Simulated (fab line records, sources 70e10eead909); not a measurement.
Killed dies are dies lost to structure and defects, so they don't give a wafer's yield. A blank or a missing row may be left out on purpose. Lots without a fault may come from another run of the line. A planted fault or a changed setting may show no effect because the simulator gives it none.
fab line records | flow nand_harc | part 2 of 2: steps 5 to 6 of 6
record lots=24 wafers=72 last_day=34
route steps=1302 shown A_SLIT@924 A_WL_FILL@956
lots that met no fault: from a run of the same line without faults
start_h: hours from the record's first day to the start of the lot's first wafer shown | wait_h: hours since the lot's step before | " the same as in the row above | L1.1+2: a row that stands for several wafers | - no value, or no start given | * or withheld: withheld | < > ~ a bound
route shown NAME@n: a module of which the file shows steps, and the number in the route of the first | usual: mean/standard deviation of fault-free wafers | same: alike in all rows | chamber/n: place in a boat | sites: the reading at each site | _std_site: their standard deviation | _edge_site: outer sites' mean less inner sites' | radius_mm: how far each site lies from the wafer's centre | mask NAME#n: copy n | behind: the tool/chamber that last shaped the wafer | hold: why the lot was held/for how many hours/how that ended | device: the transistor (n, p or np) that didn't switch | end of line: the same wafers' tests at the end of the route | a step without rows: its recipe alone | killed: dies lost to structure and defects at the first sort, not the wafer's yield | map: a wafer's dies, x killed, . not, _ none there
set.NAME: the setting as run; set.NAME@STEP: as run at that earlier step | model.NAME: the simulator's own value behind a step, which no gauge read
steps of the route over a sample of lots; a table a step, a row a wafer
services: from which hour (start_h, from the record's first day; less than 0 if before it) a tool's chamber was out of use, for how many hours, and why
## steps
# step NHARC_A_WL_FILL_CVD_03
# recipe target_thk_a=400 temp_c=300 pressure_torr=40 wf6_flow_sccm=40 h2_flow_sccm=1600 ar_flow_sccm=1560 time_s=279 material=W
# usual heater_power_w=455/30 throttle_valve_pct=7.66/0.22
# columns lot.wafer tool chamber start_h wait_h heater_power_w throttle_valve_pct
L074.3 cvd_w-01 1 460.82 0.2 506 7.97
L074.5 " 0 " " 459 7.72
L074.6 " 1 " " 490 7.48
L076.2 cvd_w-01 1 474.66 0.1 518 7.72
L076.3 " 1 " " 520 7.95
L076.6 " 1 " " 508 7.85
L075.2 cvd_w-01 0 477.05 0.1 453 7.77
L075.6 " 0 " " 468 8.10
L075.5 " 1 " " 504 7.54
L077.2 cvd_w-01 0 488.05 0.1 465 7.99
L077.5 " 0 " " 449 7.98
L077.6 " 1 " " 490 7.84
L078.1 cvd_w-02 1 504.20 0.1 431 7.81
L078.4 " 0 " " 446 7.39
L078.6 " 1 " " 425 7.97
L079.1 cvd_w-01 1 504.24 0.1 515 7.74
L079.3 " 0 " " 459 7.88
L079.5 " 0 " " 458 7.82
L080.2 cvd_w-02 1 527.10 0.1 423 7.68
L080.1 " 0 " " 445 7.43
L080.3 " 0 " " 432 7.56
L081.1 cvd_w-02 0 538.76 0.1 459 7.65
L081.3 " 1 " " 427 8.06
L081.6 " 0 " " 438 7.33
L083.2 cvd_w-02 1 543.14 0.1 431 7.72
L083.4 " 1 " " 419 7.74
L083.5 " 0 " " 442 7.48
L082.2 cvd_w-02 1 547.01 0.1 431 7.83
L082.4 " 0 " " 451 7.53
L082.6 " 1 " " 423 7.66
L085.2 cvd_w-02 0 555.35 0.1 453 7.47
L085.4 " 0 " " 441 7.50
L085.3 " 1 " " 430 8.07
L084.1 cvd_w-02 1 557.54 0.1 435 7.85
L084.2 " 0 " " 449 7.53
L084.4 " 0 " " 445 7.70
L086.2 cvd_w-02 0 557.90 0.2 443 7.36
L086.4 " 0 " " 448 7.42
L086.5 " 0 " " 458 7.55
L089.1 cvd_w-02 0 607.78 0.1 440 7.55
L089.2 " 1 " " 431 7.74
L089.5 " 0 " " 448 7.69
L087.1 cvd_w-02 1 610.39 0.1 426 7.67
L087.2 " 0 " " 450 7.74
L087.3 " 1 " " 419 7.74
L090.2 cvd_w-02 0 622.57 0.1 445 7.79
L090.5 " 0 " " 465 7.57
L090.6 " 1 " " 434 8.10
L088.2 cvd_w-01 0 622.75 0.1 448 7.30
L088.1 " 1 " " 524 7.93
L088.3 " 0 " " 452 7.45
L091.1 cvd_w-01 0 635.29 0.1 461 7.34
L091.3 " 1 " " 525 7.47
L091.5 " 1 " " 523 7.80
L093.2 cvd_w-01 1 635.60 0.2 516 7.96
L093.3 " 1 " " 527 7.45
L093.5 " 1 " " 512 7.60
L092.1 cvd_w-02 0 652.75 0.1 423 7.47
L092.4 " 1 " " 441 7.42
L092.6 " 0 " " 429 7.66
L094.3 cvd_w-02 1 658.66 0.2 444 8.12
L094.4 " 0 " " 427 7.28
L094.6 " 1 " " 446 7.71
L095.1 cvd_w-02 1 667.86 0.1 445 7.85
L095.4 " 0 " " 440 7.45
L095.5 " 1 " " 452 7.60
L097.3 cvd_w-01 0 691.88 0.2 445 7.57
L097.4 " 1 " " 527 7.96
L097.6 " 1 " " 517 8.14
L096.2 cvd_w-02 1 724.75 0.1 436 7.66
L096.3 " 0 " " 436 7.19
L096.6 " 0 " " 440 7.36
# step NHARC_A_WL_FILL_CMP_12
# recipe t_overpolish_s=30 target_thk_nm=100
# usual motor_current_A=12.0/1.1 overpolish_run_s=29.999/0.009 slurry_filter_dp_kPa=13.50/0.12 time_to_endpoint_s=19.1/1.8
# same t_overpolish_s=30
# columns lot.wafer tool chamber start_h wait_h motor_current_A overpolish_run_s slurry_filter_dp_kPa time_to_endpoint_s
L074.3 cmp-04 3 478.09 0.1 11.6 30.006 13.53 19.3
L074.6 " 3 " " 12.2 29.987 13.56 18.9
L074.5 " 0 " " 10.6 29.989 13.51 19.2
L076.2 cmp-02 3 491.57 0.2 10.1 30.009 13.32 16.2
L076.3 " 0 " " 14.1 30.010 13.41 19.1
L076.6 " 1 " " 11.1 30.002 13.28 19.1
L075.2 cmp-01 1 491.71 0.2 11.5 30.005 13.40 22.2
L075.5 " 3 " " 13.2 29.995 13.70 22.0
L075.6 " 0 " " 13.4 29.998 13.31 20.2
L077.2 cmp-04 3 504.66 0.2 12.4 29.983 13.42 17.7
L077.6 " 2 " " 11.8 30.013 13.61 16.7
L077.5 " 3 " " 12.5 30.008 13.46 15.9
L079.3 cmp-02 1 520.49 0.1 12.1 30.013 13.68 22.2
L079.1 " 0 " " 13.8 30.000 13.37 19.8
L079.5 " 2 " " 11.4 30.002 13.49 21.3
L078.1 cmp-04 0 520.52 0.2 11.1 29.983 13.67 21.9
L078.4 " 1 " " 12.3 30.008 13.38 18.5
L078.6 " 0 " " 11.5 29.986 13.49 20.0
L080.3 cmp-02 3 546.96 0.1 11.0 29.990 13.38 19.3
L080.2 " 0 " " 13.3 30.003 13.67 19.7
L080.1 " 2 " " 10.4 30.002 13.38 18.8
L083.2 cmp-01 0 557.31 0.2 14.0 30.011 13.40 20.1
L083.4 " 3 " " 13.1 29.989 13.69 19.4
L083.5 " 0 " " 13.3 29.997 13.23 21.5
L081.3 cmp-02 0 557.45 0.1 13.8 30.007 13.58 18.5
L081.1 " 2 " " 10.2 29.988 13.51 19.4
L081.6 " 0 " " 13.9 29.998 13.46 17.4
L085.2 cmp-04 0 569.89 0.1 11.0 30.019 13.47 14.2
L085.3 " 1 " " 12.6 30.008 13.28 16.6
L085.4 " 3 " " 12.1 30.008 13.57 14.9
L082.4 cmp-02 2 569.91 0.1 10.6 29.995 13.56 19.4
L082.2 " 0 " " 13.9 30.012 13.45 18.9
L082.6 " 1 " " 11.8 30.000 13.44 21.4
L084.4 cmp-01 1 570.02 0.1 11.9 29.991 13.60 19.2
L084.1 " 3 " " 13.4 30.007 13.65 18.6
L084.2 " 0 " " 13.9 29.993 13.56 18.5
L086.2 cmp-04 3 572.92 0.2 12.6 30.007 13.47 18.1
L086.4 " 0 " " 10.7 29.994 13.64 18.3
L086.5 " 1 " " 12.4 30.010 13.40 18.3
L087.2 cmp-01 1 628.76 0.2 12.1 29.993 13.51 21.9
L087.3 " 2 " " 11.2 29.998 13.32 18.7
L087.1 " 0 " " 14.0 30.004 13.41 19.1
L089.1 cmp-02 0 628.92 0.2 13.7 29.994 13.54 21.4
L089.2 " 1 " " 12.0 30.014 13.47 23.0
L089.5 " 3 " " 10.5 30.003 13.52 20.9
L088.2 cmp-01 0 639.03 0.1 13.8 29.996 13.45 18.3
L088.3 " 1 " " 11.2 30.015 13.35 19.2
L088.1 " 2 " " 11.7 29.980 13.46 16.4
L090.2 cmp-04 2 639.19 0.2 12.3 29.991 13.53 15.9
L090.5 " 1 " " 12.4 29.986 13.60 16.9
L090.6 " 2 " " 12.0 29.991 13.49 19.2
L093.3 cmp-01 0 651.87 0.1 13.4 29.998 13.48 19.3
L093.2 " 3 " " 13.7 30.003 13.50 20.6
L093.5 " 1 " " 11.3 29.997 13.53 22.5
L091.1 cmp-02 0 651.89 0.2 13.8 29.998 13.48 18.7
L091.3 " 1 " " 11.4 29.989 13.66 19.1
L091.5 " 3 " " 11.1 30.003 13.63 19.1
L092.1 cmp-02 3 669.08 0.2 10.5 30.006 13.75 18.2
L092.4 " 0 " " 13.6 30.005 13.40 18.6
L092.6 " 0 " " 13.9 30.002 13.47 18.1
L094.3 cmp-02 1 675.38 0.1 11.4 30.003 13.41 18.7
L094.4 " 0 " " 13.3 29.993 13.45 19.3
L094.6 " 1 " " 12.3 29.992 13.51 19.7
L095.4 cmp-04 1 689.15 0.1 12.7 29.979 13.64 20.6
L095.1 " 2 " " 12.6 30.004 13.45 18.1
L095.5 " 1 " " 13.2 30.009 13.59 21.5
L097.3 cmp-01 2 709.31 0.1 11.1 30.007 13.79 15.7
L097.4 " 3 " " 13.6 30.015 13.62 20.5
L097.6 " 1 " " 11.0 29.989 13.47 18.2
L096.2 cmp-04 0 744.47 0.2 11.4 29.997 13.55 20.1
L096.3 " 2 " " 11.9 29.992 13.53 18.4
L096.6 " 0 " " 10.8 30.010 13.54 18.4
## services
# columns tool chamber start_h hours kind
pecvd-01 2 445.26 8.7 repair
cvd_w-02 - 450.10 13.0 pm
rie_diel-08 1 455.69 19.6 repair
rie_diel-13 0 456.72 2.7 repair
har_etch-01 - 474.64 1.0 repair
rie_diel-06 - 484.20 9.0 pm
pecvd-01 - 492.43 13.0 pm
pecvd-01 0 515.57 7.1 repair
rie_diel-13 - 519.00 9.0 pm
cvd_w-02 - 540.00 1.8 repair
rie_diel-13 - 541.21 0.1 repair
rie_diel-08 2 543.72 8.3 repair
rie_diel-08 - 544.80 9.0 pm
rie_diel-13 1 547.43 2.7 repair
rie_diel-06 2 562.81 5.6 repair
rie_diel-13 2 577.55 21.9 repair
rie_diel-08 2 610.05 13.6 repair
rie_diel-08 0 619.22 10.3 repair
rie_diel-08 2 625.18 7.9 repair
cvd_w-02 - 631.10 13.0 pm
rie_diel-08 - 648.21 1.0 repair
rie_diel-06 1 648.42 4.4 repair
rie_diel-06 - 661.20 9.0 pm
rie_diel-06 3 673.63 5.6 repair
